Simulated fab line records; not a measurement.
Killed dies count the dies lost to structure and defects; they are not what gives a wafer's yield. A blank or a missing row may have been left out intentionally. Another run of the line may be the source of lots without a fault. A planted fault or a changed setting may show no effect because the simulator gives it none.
Struck lot and sound lot, side by side || flow nandHarc || 17 out of 1159 route steps
Sound: the wafers L777.2, L777.3, L777.5. Wafers L790.2, L790.3, L790.4 were the ones struck. The cause comes at the end.
For every step that has rows: the tool of each side, followed by ch and its chambers, followed by its first start. Under that, the readings that differ: sound wafers || struck wafers || difference of the means || sigmas: that difference in standard deviations of wafers without a fault.
alike: same words and numbers on both sides, and readings whose means sit less than 2 such deviations apart. not compared: any withheld reading, any reading some wafer has no value for, any bound like >300 that may hide the same value, and any number with overlapping values for which the record gives no deviation.
A row with sigmas, a row that says differs or no value, or rows on one side alone: a step with any of these is where the two part. When numbers do not overlap yet have no deviation, they are printed without sigmas and do not part them. A reading missing from all wafers of one side parts the sides only when that side holds two or more wafers.

NHARC_P_ZERO_WELL_CD_MEAS_37: the cd target is 720 nm.
  sound on cdSem-01 ch 0, day 1 22:02; struck on cdSem-03 ch 0, day 5 03:58
  alike: cdNm
then, 1 step without rows for these wafers: NHARC_P_ZERO_WELL_HARDBAKE_38 (time 80 s).
NHARC_P_ZERO_WELL_DESCUM_39: chemistry O2, time 3 s.
  sound on rieDiel-03 ch 0,2, day 1 22:12; struck on rieDiel-03 ch 0,1,2, day 5 04:07
  alike: drypumpMotorCurrentA, oesProductAu, rfVppV, showerheadPlenumPTorr, throttleValvePct
  not compared: rfHoursCounterH
then, 9 steps without rows for these wafers: NHARC_P_ZERO_WELL_IMPLANT_40; NHARC_P_ZERO_WELL_IMPLANT_59; NHARC_P_ZERO_WELL_IMPLANT_60; NHARC_P_ZERO_WELL_STRIP_41 (strips in SPM, time 840 s); NHARC_P_ZERO_WELL_DEHYDRATE_44 (time 120 s); NHARC_P_ZERO_WELL_HMDS_45 (time 30 s); NHARC_P_ZERO_WELL_COAT_46; NHARC_P_ZERO_WELL_SOFTBAKE_47 (time 95 s); NHARC_P_ZERO_WELL_EBR_48.
NHARC_P_ZERO_WELL_EXPOSE_49: exposes mask P HVPW, target cd 2000 nm.
  sound on krfScanner-03 ch 0, day 1 23:33; struck on krfScanner-03 ch 0, day 5 05:27
{"reading": "mask", "sound": "P_HVPW#0 P_HVPW#0 P_HVPW#0", "struck": "P_NWELL#0 P_NWELL#0 P_NWELL#0", "difference": "differs", "sigmas": ""}
  alike: focusOffsetNm
then, 2 steps without rows for these wafers: NHARC_P_ZERO_WELL_PEB_50 (peb time 85 s); NHARC_P_ZERO_WELL_DEVELOP_51 (time 70 s).
NHARC_P_ZERO_WELL_CD_MEAS_52: the cd target is 2000 nm.
  sound on cdSem-02 ch 0, day 1 23:43; struck on cdSem-03 ch 0, day 5 05:36
{"reading": "cdNm (nm)", "sound": "1996.2 1996.4 1996.8", "struck": "- - -", "difference": "no value on the struck wafers", "sigmas": ""}
then, 1 step without rows for these wafers: NHARC_P_ZERO_WELL_HARDBAKE_53 (time 80 s).

## WHERE THEY PART
First at NHARC_P_ZERO_WELL_EXPOSE_49; last, within this record, at NHARC_P_ZERO_WELL_CD_MEAS_52.

WHY: what had been put in by the simulator
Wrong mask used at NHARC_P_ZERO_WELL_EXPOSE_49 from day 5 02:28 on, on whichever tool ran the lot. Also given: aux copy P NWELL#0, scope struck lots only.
